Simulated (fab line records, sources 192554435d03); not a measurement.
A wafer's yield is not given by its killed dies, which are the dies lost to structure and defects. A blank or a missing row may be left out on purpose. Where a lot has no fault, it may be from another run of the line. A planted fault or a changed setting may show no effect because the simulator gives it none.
Code-filled problem report in 8D (eight disciplines) form -- flow n5_finfet -- the parts of the form that need people (team, actions taken, sign-off) are left out

## 1. THE PROBLEM
At N5_MOL_CONTACT_COAG_CONTACT_ETCH_14, run_length_s averages 35.2 s over 3 wafers from 3 lots, while fault-free wafers read 43.1 s, standard deviation 0.38. That puts it -21 standard deviations away from the usual mean.
The step: etches SiO2 in C4F6/O2, target depth 27.5 nm, overetch 8.5 nm, time 20 s.
First seen on wafer L598.2, day 8 17:48, on rie_diel-05. The record has a number at this step for 24 wafers belonging to 9 lots. Rule for "out" (also "out of limits"): further than 4 standard deviations from the usual mean. All remaining wafers that have a number are taken as sound.

## 2. WHAT IT IS; WHAT IT IS NOT
question,is,is not
which readings at this step,run_length_s,"drypump_motor_current_A, rf_vpp_V, showerhead_plenum_p_Torr"
which lots,"L598, L601, L603","L585, L587, L588, L592, L595, L605"
which wafers of those lots,"L598.2, L601.3, L603.3","L598.4, L601.4, L603.6"
read on which tools,rie_diel-05,"rie_diel-03, rie_diel-06"
when,from day 8 17:48,"up to then (16 sound wafers); but 5 sound wafers of L601, L603, L605 came after"

## 3. SUSPECTS, AND WHAT RULES EACH OUT
Counting: if a tool at a process step up to the reading ran every lot that is out, it stays a suspect. Sound lots after the first of them don't rule it out here, since some wafers of a struck lot are sound.
- rie_diel-05 at N5_MOL_CONTACT_COAG_CONTACT_ETCH_14 (etches SiO2 in C4F6/O2, target depth 27.5 nm, overetch 8.5 nm, time 20 s): kept. It ran every lot that is out, first L598 (day 8 17:48); its last sound lot up to then is L595 (day 7 21:17). Its own readings are out on those wafers: run_length_s.
The count leaves rie_diel-05 at N5_MOL_CONTACT_COAG_CONTACT_ETCH_14.

## 4. THE CAUSE (what the simulator had put in)
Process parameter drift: rie_diel-05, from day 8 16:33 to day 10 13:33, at N5_MOL_CONTACT_COAG_CONTACT_ETCH_14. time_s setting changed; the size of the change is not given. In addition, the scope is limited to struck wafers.
This tool alone remained once counting was done.

## 5. THE EFFECT CHAIN, in route order
Each row: a reading where the mean over the struck wafers with a number is more than 3 standard deviations away from the usual. Only readings whose record carries a usual standard deviation are examined. hours: median over the lots of the time between each lot's start at the first step of this table that gives one and its start at this step. sigmas: the change, counted in usual standard deviations.
hours,step,reading,usual,on struck wafers,change,sigmas
0,N5_MOL_CONTACT_COAG_CONTACT_ETCH_14,oes_product_au,0.65 a.u.,0.86,+0.21,+3.2
0,N5_MOL_CONTACT_COAG_CONTACT_ETCH_14,run_length_s,43.1 s,35.2,-7.9,-21
0,N5_MOL_CONTACT_COAG_ETCH_15,oes_product_au,0.56 a.u.,0.32,-0.24,-4.3
232,N5_PASSIVATION_PROBE_49,defect_limited_yield,91.1 %,0.0,-91.1,-65
232,N5_PASSIVATION_PROBE_49,killed_at_contacts,12,1098,+1086,+99 or more
232,N5_PASSIVATION_PROBE_49,killed_dies,105,1180,+1075,+63
232,N5_PASSIVATION_PROBE_49,killed_on_rim,13,152,+139,+38
232,N5_PASSIVATION_PROBE_49,sort_bin_5_function,5.3 %,96.8,+91.5,+93
232,N5_PASSIVATION_PROBE_49,sort_n_pass,1075,0,-1075,-63
232,N5_PASSIVATION_PROBE_49,sort_yield_pct,91.1 %,0.0,-91.1,-65
Here are the process steps it includes:
- N5_MOL_CONTACT_COAG_CONTACT_ETCH_14: etches SiO2 in C4F6/O2, target depth 27.5 nm, overetch 8.5 nm, time 20 s.
- N5_MOL_CONTACT_COAG_ETCH_15: etches SiNx in CH3F/O2, stops on Si:P, target depth 7 nm.
- N5_PASSIVATION_PROBE_49
Readings that are blank on the struck wafers while sound wafers have them: cd_nm at N5_MOL_CONTACT_COAG_CD_MEAS_99; cd_nm at N5_MOL_CONTACT_COAG_CD_MEAS_40.

## 6. HOW IT WOULD HAVE BEEN CAUGHT EARLIER
In this record the first reading out of limits was taken at day 8 17:48, 1 hour after the fault began at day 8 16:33.
